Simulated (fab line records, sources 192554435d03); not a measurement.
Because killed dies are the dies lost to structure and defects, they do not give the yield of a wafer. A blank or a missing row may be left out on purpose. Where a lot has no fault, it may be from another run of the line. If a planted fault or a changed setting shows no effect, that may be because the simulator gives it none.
fab line records	flow n5_finfet
record: lots: 6	wafers: 18	last_day: 19
route steps=1938 shown BEOL_M3@951 BEOL_M4@1111 PASSIVATION@1936
lots untouched by any fault: they come from a run of this same line in which no faults occurred
start_h: start of the lot's first displayed wafer, in hours after the record's first day	wait_h: how many hours have passed since the lot's step before this one	" identical to the entry in the row above	L1.1+2: several wafers, shown together as one row	- no value, or no start given	* or withheld: withheld	< > ~ a bound
route shown NAME@n: NAME is a module with steps in the file, n the number in the route of the first one	usual: average and standard deviation across the fault-free wafers	same: alike in all rows	chamber/n: place in a boat	sites: readings site by site	_std_site: how widely they spread, as a standard deviation	_edge_site: mean of outer sites minus mean of inner sites	radius_mm: for every site, how far away it sits from the centre of the wafer	mask NAME#n: copy n	behind: the last tool/chamber to shape the wafer	hold: what put the lot on hold/how long, in hours/how the hold closed	device: the n, p or np transistor that did not switch	end of line: the route-end tests of the same wafers	a step without rows: its recipe alone	killed: not the wafer's yield, but the dies lost to structure and defects at the first sort	map: dies across one wafer; x = killed, . = not, _ = none there
set.NAME: the run value of the setting; set.NAME@STEP: its run value at that earlier step	model.NAME: the simulator's own value behind a step, which no gauge read
a table for each step, a row for each wafer; lots at some steps of the route
services: from which hour (start_h, from the record's first day; less than 0 if before it) a tool's chamber was out of use, for how many hours, and why
== steps ==
step: N5_BEOL_M3_STRIP_65
recipe: chemistry: N2/H2	temp_c: 40	n2_flow_sccm: 200	h2_flow_sccm: 200	rf_frequency_hz: 6e+07
step: N5_BEOL_M3_STRIP_75
recipe: chemistry: N2/H2	temp_c: 40	n2_flow_sccm: 200	h2_flow_sccm: 200	rf_frequency_hz: 6e+07
step: N5_BEOL_M3_STRIP_66
recipe: chemistry: CF4	resist: SiARC	power_w: 300	bias_power_w: 75	pressure_mtorr: 50	cf4_flow_sccm: 150	rf_frequency_hz: 6e+07
usual: chamber_pressure_mTorr: 50.00/0.049	drypump_motor_current_A: 5.5/0.47	oes_product_au: 0.77/0.07	rf_fwd_power_W: 292.6/0.93	rf_vpp_V: 271.4/1.1	showerhead_plenum_p_Torr: 1.81/0.037	throttle_valve_pct: 13.62/0.19
lot.wafer	tool	chamber	start_h	wait_h	chamber_pressure_mTorr	drypump_motor_current_A	oes_product_au	rf_fwd_power_W	rf_hours_counter_h	rf_vpp_V	showerhead_plenum_p_Torr	throttle_valve_pct
L861.3	rie_diel-02	0	156.55	0.0	49.92	5.3	0.71	292.1	198	271.9	1.78	13.80
L861.4	"	2	"	"	50.01	6.3	0.98	291.9	0	273.4	1.84	13.38
L861.6	"	0	"	"	49.97	5.3	0.72	291.5	-	271.7	1.78	13.83
L863.3	rie_diel-06	2	158.13	0.0	49.95	5.7	0.75	291.5	-	272.2	1.79	13.82
L863.4	"	1	"	"	49.96	5.5	0.74	292.5	-	272.5	1.88	13.84
L863.6	"	1	"	"	49.93	5.5	0.74	292.7	-	273.0	1.88	13.85
L870.1	rie_diel-02	2	201.22	0.0	49.98	6.4	0.92	292.3	12	274.1	1.84	13.42
L870.2	"	3	"	"	49.97	4.9	0.75	292.3	174	271.8	1.84	13.43
L870.3	"	1	"	"	50.06	5.7	0.77	292.1	147	271.3	1.81	13.62
L871.1	rie_diel-06	2	202.41	0.0	49.97	5.8	0.75	293.5	167	270.6	1.79	13.85
L871.3	"	3	"	"	49.97	6.3	0.90	292.3	10	270.2	1.75	13.20
L871.6	"	2	"	"	49.93	5.8	0.74	292.3	-	271.5	1.79	13.85
L879.1	rie_diel-02	2	265.84	0.0	50.05	6.4	0.88	293.3	34	272.3	1.83	13.46
L879.2	"	3	"	"	50.00	5.0	0.73	293.8	194	271.6	1.84	13.47
L879.4	"	0	"	"	49.93	5.3	0.69	292.6	229	270.4	1.77	13.89
L883.2	rie_diel-04	1	303.71	0.0	49.92	6.2	0.72	293.2	205	271.9	1.86	13.64
L883.4	"	3	"	"	50.07	5.3	0.78	290.9	89	272.2	1.79	13.44
L883.5	"	0	"	"	50.09	5.1	0.75	291.9	-	270.9	1.80	13.62
step: N5_BEOL_M3_HM_OPEN_17
recipe: chemistry: Cl2/BCl3	target_depth_a: 200	overetch_a: 60	target: TiN	mask_material: SOC	ion_energy_ev: 150	pressure_mtorr: 10	icp_w: 1000	bias_w: 126	Cl2_flow_sccm: 53.25	bcl3_flow_sccm: 21.75	Ar_flow_sccm: 25
usual: chamber_pressure_mTorr: 10.000/0.0099	drypump_motor_current_A: 6.03/0.28	oes_product_au: 0.68/0.091	rf_fwd_power_W: 994/3.2	throttle_valve_pct: 22.02/0.15
lot.wafer	tool	chamber	start_h	wait_h	chamber_pressure_mTorr	drypump_motor_current_A	oes_product_au	rf_fwd_power_W	rf_hours_counter_h	throttle_valve_pct
L861.3	rie_metal-01	1	156.65	0.1	9.989	6.39	0.62	990	-	21.86
L861.4	"	1	"	"	9.992	6.41	0.62	989	-	21.84
L861.6	"	1	"	"	10.002	6.40	0.62	990	-	21.83
L863.3	rie_metal-01	1	158.23	0.1	9.981	6.44	0.62	994	-	21.85
L863.4	"	1	"	"	9.991	6.40	0.62	995	-	21.85
L863.6	"	1	"	"	10.002	6.42	0.62	995	-	21.84
L870.1	rie_metal-03	1	201.26	0.0	10.018	5.95	0.82	996	1	21.93
L870.2	"	0	"	"	10.007	5.84	0.72	997	25	22.25
L870.3	"	1	"	"	9.996	5.96	0.81	991	-	21.92
L871.1	rie_metal-03	1	202.45	0.0	10.008	5.98	0.80	985	2	21.95
L871.3	"	1	"	"	9.987	6.00	0.81	989	-	21.95
L871.6	"	1	"	"	9.997	5.99	0.81	987	-	21.92
L879.1	rie_metal-02	1	265.88	0.0	10.008	6.25	0.56	997	101	21.92
L879.2	"	0	"	"	10.001	5.60	0.75	993	17	22.10
L879.4	"	1	"	"	9.997	6.20	0.55	994	-	21.94
L883.2	rie_metal-01	0	303.75	0.0	10.021	5.94	0.78	996	12	22.04
L883.4	"	0	"	"	10.000	5.95	0.78	995	-	22.03
L883.5	"	0	"	"	9.998	5.95	0.78	993	-	22.03
step: N5_BEOL_M3_STRIP_19
recipe: chemistry: O2	power_w: 400	temp_c: 40	pressure_mtorr: 30	rf_frequency_hz: 6e+07	bias_power_w: 0	overash_fraction: 0.2	o2_flow_sccm: 225
usual: chamber_pressure_mTorr: 30.002/0.027	drypump_motor_current_A: 5.5/0.49	o2_flow_sccm: 224.9/0.64	oes_product_au: 0.78/0.074	rf_vpp_V: 3.6/0.55	showerhead_plenum_p_Torr: 2.12/0.052	temp_c: 39.99/0.11	throttle_valve_pct: 16.71/0.18
lot.wafer	tool	chamber	start_h	wait_h	chamber_pressure_mTorr	drypump_motor_current_A	o2_flow_sccm	oes_product_au	rf_hours_counter_h	rf_vpp_V	showerhead_plenum_p_Torr	temp_c	throttle_valve_pct
L861.3	rie_diel-02	3	156.86	0.2	30.036	4.9	225.2	0.74	162	2.9	2.19	40.11	16.56
L861.4	"	0	"	"	29.967	5.3	225.6	0.72	199	4.3	2.08	40.21	16.92
L861.6	"	0	"	"	29.982	5.3	223.5	0.72	-	5.0	2.08	39.97	16.93
L863.3	rie_diel-04	3	158.37	0.1	29.983	5.3	224.1	0.86	44	3.3	2.16	40.17	16.69
L863.4	"	2	"	"	30.046	5.0	224.4	0.86	65	3.8	2.04	39.97	16.73
L863.6	"	3	"	"	29.991	5.3	224.5	0.85	-	3.7	2.16	40.15	16.66
L870.1	rie_diel-04	1	201.37	0.1	29.989	6.1	224.8	0.74	172	3.7	2.19	39.92	16.70
L870.2	"	2	"	"	30.004	5.0	225.4	0.85	78	3.3	2.04	39.92	16.75
L870.3	"	3	"	"	30.014	5.3	225.9	0.85	57	4.5	2.15	40.01	16.70
L871.1	rie_diel-06	3	202.56	0.1	29.999	6.2	224.7	0.93	10	4.1	2.05	39.99	16.40
L871.3	"	2	"	"	30.025	5.8	224.9	0.74	167	4.0	2.11	39.97	17.04
L871.6	"	0	"	"	30.029	4.9	224.6	0.68	-	3.9	2.06	40.12	16.49
L879.1	rie_diel-04	0	265.99	0.1	30.011	5.1	225.5	0.77	119	4.5	2.10	40.02	16.61
L879.2	"	2	"	"	30.002	5.0	224.7	0.81	100	4.0	2.03	39.93	16.78
L879.4	"	3	"	"	30.012	5.3	224.7	0.81	79	3.0	2.14	39.99	16.73
L883.2	rie_diel-02	2	303.87	0.1	30.010	6.4	225.7	0.87	44	3.5	2.14	39.98	16.65
L883.4	"	3	"	"	29.996	4.9	225.3	0.71	205	3.6	2.17	39.82	16.64
L883.5	"	2	"	"	29.990	6.4	224.1	0.88	-	3.6	2.14	39.93	16.64
step: N5_BEOL_M3_CD_MEAS_18
recipe: pitch_nm: 36	target_cd_nm: 18
usual: cd_nm: 18.0/0.35
lot.wafer	tool	chamber	start_h	wait_h	cd_nm
L861.3	cd_sem-02	-	156.93	0.1	18.1
L861.4	"	-	"	"	17.8
L861.6	"	-	"	"	17.5
L863.3	cd_sem-02	-	158.44	0.1	17.8
L863.4	"	-	"	"	18.1
L863.6	"	-	"	"	18.1
L870.1	cd_sem-03	-	201.44	0.0	17.9
L870.2	"	-	"	"	17.7
L870.3	"	-	"	"	17.6
L871.1	cd_sem-01	-	202.63	0.0	18.2
L871.3	"	-	"	"	18.0
L871.6	"	-	"	"	18.4
L879.1	cd_sem-03	-	266.06	0.0	18.0
L879.2	"	-	"	"	18.3
L879.4	"	-	"	"	17.5
L883.2	cd_sem-03	-	303.94	0.1	18.5
L883.4	"	-	"	"	18.9
L883.5	"	-	"	"	18.1
step: N5_BEOL_M3_COAT_67
recipe: resist: SOC	temp_c: 250	time_s: 60	spin_rpm: 1500	resist_thk_nm: 60
step: N5_BEOL_M3_COAT_68
recipe: resist: SiARC	temp_c: 220	time_s: 60	spin_rpm: 1500	resist_thk_nm: 12
step: N5_BEOL_M3_COAT_76
recipe: resist: underlayer	temp_c: 205	time_s: 60	spin_rpm: 1500	resist_thk_nm: 5
step: N5_BEOL_M3_COAT_22
recipe: resist: CAR-EUV	spin_rpm: 1500	resist_thk_nm: 30
step: N5_BEOL_M3_EBR_24
recipe: solvent: PGMEA	ebr_width_mm: 1.5
step: N5_BEOL_M3_SOFTBAKE_23
recipe: temp_c: 110	time_s: 60	resist: CAR-EUV
step: N5_BEOL_M3_EXPOSE_25
recipe: mask_id: V2	na: 0.33	source_shape: quasar	sigma_inner: 0.2	sigma_outer: 0.8	polarization: unpolarized	defocus_nm: 5	dose_mj: 63
usual: exposure_dose_mJ_cm2: 62.96/0.066
lot.wafer	tool	chamber	start_h	wait_h	mask	exposure_dose_mJ_cm2
L861.3	euv_scanner-02	0	157.12	-	V2#0	63.06
L861.4	"	0	"	"	V2#0	62.98
L861.6	"	0	"	"	V2#0	63.07
L863.3	euv_scanner-01	0	158.63	-	V2#0	62.95
L863.4	"	0	"	"	V2#0	62.93
L863.6	"	0	"	"	V2#0	62.95
L870.1	euv_scanner-01	0	201.74	-	V2#0	66.94
L870.2	"	0	"	"	V2#0	66.97
L870.3	"	0	"	"	V2#0	66.96
L871.1	euv_scanner-01	0	202.81	-	V2#0	66.09
L871.3	"	0	"	"	V2#0	66.28
L871.6	"	0	"	"	V2#0	66.20
L879.1	euv_scanner-02	0	266.36	-	V2#0	63.00
L879.2	"	0	"	"	V2#0	62.94
L879.4	"	0	"	"	V2#0	62.91
L883.2	euv_scanner-02	0	304.12	-	V2#0	63.00
L883.4	"	0	"	"	V2#0	62.95
L883.5	"	0	"	"	V2#0	62.90
step: N5_BEOL_M3_PEB_26
recipe: peb_temp_c: 100	peb_time_s: 60	resist: CAR-EUV
step: N5_BEOL_M3_DEVELOP_27
recipe: develop_time_s: 30	developer: TMAH	resist: CAR-EUV	rinse_liquid: surfactant_rinse	dry: air_spin	dev_temp_c: 23
step: N5_BEOL_M3_CD_MEAS_28
recipe: target_cd_nm: 25.7	landing_energy_ev: 500	detector: se_inlens	target_cd_y_nm: 23.3	polarity: opening
usual: cd_nm: 25.67/0.24
lot.wafer	tool	chamber	start_h	wait_h	cd_nm
L861.3	cd_sem-02	0	157.25	-	25.08
L861.4	"	0	"	"	25.91
L861.6	"	0	"	"	25.13
L863.3	cd_sem-02	0	158.76	-	25.68
L863.4	"	0	"	"	25.94
L863.6	"	0	"	"	25.53
L870.1	cd_sem-03	0	201.88	-	27.65
L870.2	"	0	"	"	26.67
L870.3	"	0	"	"	27.11
L871.1	cd_sem-01	0	202.95	-	26.60
L871.3	"	0	"	"	26.54
L871.6	"	0	"	"	27.09
L879.1	cd_sem-03	0	266.50	-	25.58
L879.2	"	0	"	"	25.97
L879.4	"	0	"	"	25.99
L883.2	cd_sem-01	0	304.26	-	25.87
L883.4	"	0	"	"	25.85
L883.5	"	0	"	"	25.95
step: N5_BEOL_M3_OVL_MEAS_29
recipe: points_per_wafer: 522
usual: V2_OVL: 0.3/0.82
lot.wafer	tool	chamber	start_h	wait_h	V2_OVL[nm]
L861.3	overlay-02	0	157.29	0.0	0.8
L861.4	"	0	"	"	0.6
L861.6	"	0	"	"	0.2
L863.3	overlay-01	0	158.80	0.0	1.7
L863.4	"	0	"	"	0.3
L863.6	"	0	"	"	0.7
L870.1	overlay-02	0	201.91	0.0	-1.2
L870.2	"	0	"	"	0.7
L870.3	"	0	"	"	-0.8
L871.1	overlay-02	0	202.98	0.0	-0.8
L871.3	"	0	"	"	0.4
L871.6	"	0	"	"	1.3
L879.1	overlay-01	0	266.53	0.0	0.8
L879.2	"	0	"	"	0.1
L879.4	"	0	"	"	-0.1
L883.2	overlay-01	0	304.29	0.0	0.6
L883.4	"	0	"	"	0.5
L883.5	"	0	"	"	0.4
step: N5_BEOL_M4_RC_MEAS_101
usual: DIBL_N: 36.3/2.2	DIBL_P: 36.0/2.4	IOFF_N: 0.16/0.042	IOFF_P: 0.22/0.041	ION_N: 672/14	ION_P: 462/7.9	SS_N: 71.7/0.76	SS_P: 73.3/0.72	VT_N: 250/3.6	VT_P: -249/3
lot.wafer	tool	chamber	start_h	wait_h	DIBL_N[mV/V]	DIBL_P[mV/V]	IOFF_N[nA/um]	IOFF_P[nA/um]	ION_N[uA/um]	ION_P[uA/um]	SS_N[mV/dec]	SS_P[mV/dec]	VT_N[mV]	VT_P[mV]
L861.3	prober-02	0	176.06	0.3	37.1	36.9	0.17	0.24	673	463	71.3	72.7	251	-247
L861.4	"	0	"	"	36.5	36.9	0.18	0.25	672	465	70.9	73.6	246	-246
L861.6	"	0	"	"	37.1	37.1	0.16	0.25	666	460	72.0	73.4	250	-248
L863.3	prober-01	0	180.81	0.3	35.3	35.1	0.15	0.23	657	461	72.3	73.7	248	-248
L863.4	"	0	"	"	37.7	38.0	0.20	0.25	682	467	71.8	74.6	248	-244
L863.6	"	0	"	"	34.8	34.8	0.15	0.22	660	458	72.1	73.6	251	-245
L871.1	prober-01	0	219.96	0.0	37.7	35.5	0.15	0.23	667	467	71.8	73.7	254	-249
L871.3	"	0	"	"	35.2	32.9	0.12	0.18	659	454	70.6	72.1	254	-253
L871.6	"	0	"	"	36.2	34.2	0.13	0.19	652	453	71.6	73.0	254	-250
L870.1	prober-02	0	221.99	0.2	37.3	35.8	0.16	0.21	671	451	72.1	72.9	252	-252
L870.2	"	0	"	"	36.7	34.7	0.14	0.20	650	451	71.9	72.8	252	-250
L870.3	"	0	"	"	42.4	44.1	0.31	0.40	709	477	72.8	75.9	240	-242
L879.1	prober-01	0	312.88	0.0	34.6	35.6	0.13	0.21	664	464	71.9	72.9	252	-247
L879.2	"	0	"	"	38.1	40.4	0.21	0.32	690	474	71.6	74.2	246	-244
L879.4	"	0	"	"	34.2	35.2	0.12	0.21	660	467	70.9	72.6	253	-250
L883.2	prober-02	0	334.07	0.2	37.4	38.5	0.18	0.21	685	464	71.3	73.4	246	-250
L883.4	"	0	"	"	40.0	41.9	0.24	0.28	691	470	72.4	74.4	244	-251
L883.5	"	0	"	"	38.7	40.5	0.21	0.24	692	465	71.8	73.6	245	-249
step: N5_PASSIVATION_PROBE_49
usual: defect_limited_yield: 91.3/1.7	killed_at_M0_to_M3: 33/9.9	killed_at_M4_up: 14/6.4	killed_at_contacts: 12/7	killed_at_front_end: 41/13	killed_at_other: 3.1/2.9	killed_dies: 103/20	killed_on_rim: 13/4	killed_open: 67/14	killed_short: 34/9.4	sort_bin_4_leakage: 0.03/0.24	sort_bin_5_function: 5.1/1.1	sort_bin_6_memory: 3.2/0.79	sort_bin_8_speed: 0.02/0.15	sort_n_pass: 1077/21	sort_yield_pct: 91.2/1.7
same: gross_dies: 1180	killed_at_back_side: 0
lot.wafer	tool	chamber	start_h	wait_h	defect_limited_yield[%]	killed_at_M0_to_M3	killed_at_M4_up	killed_at_contacts	killed_at_front_end	killed_at_other	killed_dies	killed_on_rim	killed_open	killed_short	sort_bin_4_leakage[%]	sort_bin_5_function[%]	sort_bin_6_memory[%]	sort_bin_8_speed[%]	sort_n_pass	sort_yield_pct[%]
L863.3	prober-02	-	279.27	0.1	90.0	41	11	8	57	1	118	6	71	46	0	5.4	3.9	0.08	1062	90.0
L863.4	prober-02	-	279.32	0.2	91.1	33	15	6	50	1	105	10	76	27	0	5.8	2.7	0	1075	91.1
L863.6	prober-02	-	279.42	0.3	90.6	48	18	3	41	1	111	9	74	36	0	5.5	3.6	0	1069	90.6
L871.1	prober-02	-	317.36	0.0	89.7	43	20	5	50	3	121	20	77	37	0	6.0	3.6	0	1059	89.7
L871.3	prober-02	-	317.46	0.1	91.7	23	31	8	33	3	98	12	68	29	0	4.9	3.3	0	1082	91.7
L871.6	prober-02	-	317.61	0.3	90.3	25	17	13	60	0	115	18	63	42	0	5.4	3.1	0	1065	90.3
L879.1	prober-02	-	421.08	0.0	91.4	22	16	9	49	6	102	12	75	27	0	5.4	2.8	0	1078	91.4
L879.2	prober-02	-	421.13	0.1	93.6	26	14	5	30	0	75	11	50	22	0	4.2	2.0	0	1105	93.6
L879.4	prober-02	-	421.23	0.2	92.0	42	11	10	28	3	94	11	67	26	0	4.1	3.5	0	1086	92.0
L883.2	prober-02	-	461.85	0.1	92.5	28	14	9	36	2	89	13	61	26	0	4.2	2.9	0	1091	92.5
L883.4	prober-02	-	461.95	0.2	90.3	33	17	10	49	6	115	14	80	35	0	5.9	3.4	0	1065	90.3
L883.5	prober-02	-	462.00	0.2	91.3	38	18	2	42	3	103	11	68	32	0	5.4	2.9	0	1077	91.3
killed by level:class
L863.3 STI_FIN_REVEAL:geometric_particle:open=17 BEOL_M0_SAQP:geometric_particle:short=11 GATE_CUT:geometric_particle:short=9 FIN_SAQP:geometric_particle:short=8 BEOL_M2:geometric_particle:open=8 BEOL_M3:geometric_particle:open=8 FIN_SAQP:geometric_particle:open=7 BEOL_M4:geometric_particle:open=7
L863.4 STI_FIN_REVEAL:geometric_particle:open=15 GATE_CUT:geometric_particle:open=9 GATE_CUT:geometric_particle:short=8 BEOL_M0_SAQP:geometric_particle:open=8 BEOL_M2:geometric_particle:open=7 BEOL_M4:geometric_particle:open=7 BEOL_M3:geometric_particle:open=6 BEOL_M1:geometric_particle:open=5
L863.6 STI_FIN_REVEAL:geometric_particle:open=15 BEOL_M1:geometric_particle:open=11 BEOL_M0_SAQP:geometric_particle:short=10 GATE_CUT:geometric_particle:short=8 BEOL_M4:geometric_particle:open=8 BEOL_M3:geometric_particle:open=7 BEOL_M0_SAQP:geometric_particle:open=6 BEOL_M2:geometric_particle:open=6
L871.1 FIN_SAQP:geometric_particle:open=14 BEOL_M0_SAQP:geometric_particle:short=12 BEOL_M4:geometric_particle:open=11 BEOL_M1:geometric_particle:open=10 FIN_SAQP:geometric_particle:short=7 BEOL_M2:geometric_particle:open=6 HKMG_FIN:area_etch=6 MOL_CONTACT_COAG:geometric_particle:open=5
L871.3 BEOL_M4:geometric_particle:open=21 FIN_SAQP:geometric_particle:open=7 FIN_SAQP:geometric_particle:short=6 BEOL_M0_SAQP:geometric_particle:open=6 BEOL_M2:geometric_particle:open=6 MOL_CONTACT_COAG:geometric_particle:short=5 DUMMY_GATE:geometric_particle:open=4 GATE_CUT:geometric_particle:open=4
L871.6 FIN_SAQP:geometric_particle:short=16 FIN_SAQP:geometric_particle:open=12 BEOL_M4:geometric_particle:open=11 MOL_CONTACT_COAG:geometric_particle:open=10 BEOL_M2:geometric_particle:open=10 HKMG_FIN:area_etch=10 STI_FIN_REVEAL:geometric_particle:open=6 STARTING-WAFER:geometric_particle:short=5
L879.1 FIN_SAQP:geometric_particle:open=17 STI_FIN_REVEAL:geometric_particle:open=7 DUMMY_GATE:geometric_particle:open=6 MOL_CONTACT_COAG:geometric_particle:open=6 GATE_CUT:geometric_particle:short=5 BEOL_M2:geometric_particle:open=5 BEOL_M0_SAQP:geometric_particle:short=4 BEOL_M0_SAQP:geometric_particle:open=4
L879.2 GATE_CUT:geometric_particle:short=8 BEOL_M3:geometric_particle:open=8 MOL_CONTACT_COAG:geometric_particle:open=5 BEOL_M4:geometric_particle:open=5 BEOL_M0:geometric_particle:open=4 FIN_SAQP:geometric_particle:short=3 DUMMY_GATE:geometric_particle:open=3 BEOL_M0_SAQP:geometric_particle:open=3
L879.4 BEOL_M2:geometric_particle:open=11 BEOL_M1:geometric_particle:open=9 MOL_CONTACT_COAG:geometric_particle:open=7 BEOL_M3:geometric_particle:open=7 FIN_SAQP:geometric_particle:open=5 BEOL_M4:geometric_particle:open=5 FIN_SAQP:geometric_particle:short=4 STI_FIN_REVEAL:geometric_particle:open=4
L883.2 FIN_SAQP:geometric_particle:open=9 FIN_SAQP:geometric_particle:short=7 STI_FIN_REVEAL:geometric_particle:open=7 MOL_CONTACT_COAG:geometric_particle:open=7 BEOL_M1:geometric_particle:open=5 BEOL_M2:geometric_particle:open=5 BEOL_M5:geometric_particle:open=5 BEOL_M2:geometric_particle:short=4
L883.4 FIN_SAQP:geometric_particle:open=16 BEOL_M0_SAQP:geometric_particle:open=9 BEOL_M1:geometric_particle:open=9 MOL_CONTACT_COAG:geometric_particle:open=8 STI_FIN_REVEAL:geometric_particle:open=7 FIN_SAQP:geometric_particle:short=6 BEOL_M0_SAQP:geometric_particle:short=6 DUMMY_GATE:geometric_particle:open=5
L883.5 BEOL_M0_SAQP:geometric_particle:open=13 BEOL_M0_SAQP:geometric_particle:short=10 BEOL_M4:geometric_particle:open=7 STI_FIN_REVEAL:geometric_particle:open=6 BEOL_M3:geometric_particle:open=6 DUMMY_GATE:geometric_particle:open=5 BEOL_M1:geometric_particle:open=5 FIN_SAQP:geometric_particle:short=4
== services ==
tool	chamber	start_h	hours	kind
rie_diel-04	3	133.61	22.5	repair
euv_scanner-01	-	135.83	4.6	pm
rie_diel-06	2	136.40	2.6	repair
rie_diel-06	3	139.23	-	clean
rie_diel-06	3	139.23	-	consumable_replace:focus_ring
rie_diel-06	3	139.23	27.9	scheduled_down
rie_diel-06	3	139.23	27.9	vent_cycle
euv_scanner-01	-	176.18	1.0	pm
rie_diel-06	-	177.84	0.6	repair
rie_metal-01	-	179.36	0.6	repair
rie_diel-04	0	185.19	4.0	repair
euv_scanner-02	-	185.55	1.0	pm
euv_scanner-01	-	218.91	0.8	repair
rie_metal-02	-	221.84	2.8	pm
rie_metal-03	-	230.33	0.4	repair
euv_scanner-01	-	232.33	1.0	pm
rie_diel-06	3	235.37	2.3	repair
euv_scanner-02	-	241.10	12.0	pm
euv_scanner-01	-	252.45	0.2	repair
euv_scanner-02	-	253.10	1.0	pm
euv_scanner-01	-	292.07	1.0	pm
rie_diel-06	1	295.74	3.9	repair
euv_scanner-02	-	297.85	1.0	pm
rie_diel-06	1	303.97	8.4	repair
== key ==
first_sign: step: N5_BEOL_M3_EXPOSE_25	reading: exposure_dose_mJ_cm2	direction: up	sigmas: 55	usual: 62.96	struck: 66.57
effect: step: N5_BEOL_M3_CD_MEAS_28	reading: cd_nm	direction: up	sigmas: 5.3	usual: 25.67	struck: 26.94	through: control_loop
met_at N5_BEOL_M3_EXPOSE_25
struck_wafers L870.1,L870.2,L870.3,L871.1,L871.3,L871.6
loop_trim: step: N5_BEOL_M3_EXPOSE_25	setting: dose	lots: L871
baseline_loss: step: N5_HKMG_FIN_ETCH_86	wafers: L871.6
onset_between 158.63 201.74
fault: kind: process_parameter_drift	tool: euv_scanner-01	chamber: -	onset_h: 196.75	steps: N5_BEOL_M3_EXPOSE_25	channel: dose_mj	offset: 4.0009	shape: step	acts_in: these_recipes_only	stated: 63
loop_trim: a control loop set the setting to another value than it would have without faults
baseline_loss: these wafers lose ten dies or more at that step, a loss of the line's own and not of a fault; the sort's usual values leave them out
